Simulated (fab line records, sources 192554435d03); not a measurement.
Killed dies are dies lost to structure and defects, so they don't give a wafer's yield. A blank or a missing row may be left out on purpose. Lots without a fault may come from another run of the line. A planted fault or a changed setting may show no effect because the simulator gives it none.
Split-lot experiment | flow n5_finfet | 7 lots, 21 wafers read, on a route of 1938 steps

THE SPLIT
At N5_HKMG_FIN_PEB_10 (peb time 60 s), the setting peb_time_s was moved away from the recipe's 60 s on 7 of the 21 wafers read, by -20.6% to +20.8%. The other wafers ran this setting at the recipe's value.

FROM THE SPLIT TO THE READING: what the file shows between them, 1 step
- N5_HKMG_FIN_DEVELOP_11: develop time 30 s

THE READING
cd_nm, in nm, at N5_HKMG_FIN_CD_MEAS_12 (target cd 92.8 nm). Fault-free wafers of this fab line usually give 92.7 nm, standard deviation 0.63 nm.

wafer  | tool, chamber at the split | peb_time_s as run, s | against the recipe | cd_nm, nm | against lot-mates on the recipe
L074.2 | litho_track-04, 0          | 47.62                | -20.6%             | 85.0      | -7.8
L074.3 | litho_track-04, 0          | 60                   | recipe             | 92.4      | -
L074.4 | litho_track-04, 0          | 60                   | recipe             | 93.3      | -
L078.2 | litho_track-04, 0          | 72.45                | +20.8%             | 98.5      | +6.9
L078.3 | litho_track-04, 0          | 72.45                | +20.8%             | 98.4      | +6.8
L078.5 | litho_track-04, 0          | 60                   | recipe             | 91.6      | -
L081.1 | litho_track-05, 0          | 60                   | recipe             | 92.9      | -
L081.3 | litho_track-05, 0          | 60                   | recipe             | 91.7      | -
L081.4 | litho_track-05, 0          | 60                   | recipe             | 92.2      | -
L084.1 | litho_track-02, 0          | 48.68                | -18.9%             | 84.6      | -7.0
L084.2 | litho_track-02, 0          | 48.68                | -18.9%             | 84.5      | -7.1
L084.6 | litho_track-02, 0          | 60                   | recipe             | 91.6      | -
L089.2 | litho_track-02, 0          | 70.97                | +18.3%             | 97.8      | +4.8
L089.4 | litho_track-02, 0          | 60                   | recipe             | 93.0      | -
L089.6 | litho_track-02, 0          | 60                   | recipe             | 93.1      | -
L091.2 | litho_track-04, 0          | 60                   | recipe             | 92.9      | -
L091.3 | litho_track-04, 0          | 66.81                | +11.3%             | 95.9      | +2.8
L091.5 | litho_track-04, 0          | 60                   | recipe             | 93.2      | -
L097.1 | litho_track-02, 0          | 60                   | recipe             | 93.0      | -
L097.4 | litho_track-02, 0          | 60                   | recipe             | 92.8      | -
L097.5 | litho_track-02, 0          | 60                   | recipe             | 94.2      | -

THE FIT
A straight line over all 21 wafers: cd_nm changes by +0.341 nm for each +1% of peb_time_s; r = +0.97; the points scatter about the line by 0.9 nm.
The same after taking each lot's own level away (the mean of its wafers on the recipe; 21 wafers): +0.339 nm for each +1%; r = +0.99; scatter 0.56 nm.
On that fit, the largest move of peb_time_s shifts the reading by 7 nm.
The lots' own levels span 91.60 to 93.33 nm, that is 2.8 times the standard deviation above.
So the lot-to-lot level changes the slope little: the two slopes agree.
Check: with one of the wafers moved furthest among these (+20.8%) left out of the fit, the line predicts +6.77 nm for it against its lot-mates. It came out at +6.9 nm against them.

OTHER SPLITS ON THESE WAFERS
These wafers also went through other splits before the reading. Each is held against what the fit with the lots' levels taken away leaves over:
other split on the same wafers  | wafers away from the commonest value | r with cd_nm (lot level and that fit taken away)
N5_DUMMY_GATE_EXPOSE_12 dose_mj | 10                                   | +0.12
N5_SD_EPI_P_COAT_35 spin_rpm    | 7                                    | +0.09
N5_SDB_COAT_04 spin_rpm         | 9                                    | -0.18
N5_SDB_EXPOSE_08 dose_mj        | 9                                    | +0.11

THE FILE'S OWN FIT
cd_nm changes by +0.332 nm for each +1% of peb_time_s, r = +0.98.
